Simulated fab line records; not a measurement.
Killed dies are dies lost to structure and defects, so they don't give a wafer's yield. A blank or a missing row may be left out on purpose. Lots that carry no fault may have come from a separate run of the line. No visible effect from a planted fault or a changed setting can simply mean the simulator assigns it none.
Chamber matching | flow n5-finfet | 3 sister chambers for N5_FIN_SAQP_HM_DEP_03 on pecvd-04
The step deposits SiNx from SiH4/NH3/N2, target thk 38 nm, time 33.6 s. 3 wafers are shown with their chamber, then 10 later ones without.

## WAFERS, EACH WITH ITS CHAMBER
wafer  | chamber | showerhead-plenum-p-Torr (Torr)
L082.1 | 0       | 5.17
L082.6 | 1       | 5.39
L084.5 | 2       | 5.14

## WAFERS WHOSE CHAMBER IS MISSING
wafer  | showerhead-plenum-p-Torr (Torr)
L084.6 | 5.18
L090.1 | 5.14
L090.4 | 5.15
L090.5 | 5.16
L091.2 | 5.17
L091.3 | 5.39
L091.5 | 5.18
L092.2 | 5.18
L092.4 | 5.19
L092.6 | 5.15

## WHICH CHAMBER EACH WENT THROUGH
wafer  | from the rows above     | in truth
L084.6 | 0                       | 0
L090.1 | 2                       | 2
L090.4 | can't be placed: 2 or 0 | 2
L090.5 | can't be placed: 0 or 2 | 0
L091.2 | 0                       | 0
L091.3 | 1                       | 1
L091.5 | 0                       | 0
L092.2 | 0                       | 0
L092.4 | 0                       | 0
L092.6 | can't be placed: 2 or 0 | 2
Correct placement for 7 of the 10. Cannot be placed on the basis of these rows: 3; the candidates contain the true chamber in 3. Placed wrongly: 0.
How it was worked out, from the rows above alone: a wafer's distance from a chamber is the root of the sum, over the readings, of the square of ((its reading less the chamber's mean) divided by the reading's scatter). If the next closest chamber is less than 2 further off than the closest, the wafer can't be placed; otherwise it belongs to the closest. Each chamber's mean is taken over the wafers shown for it. The scatter: root of mean squared gap, hidden wafer to nearest shown wafer, with one shown wafer a chamber.
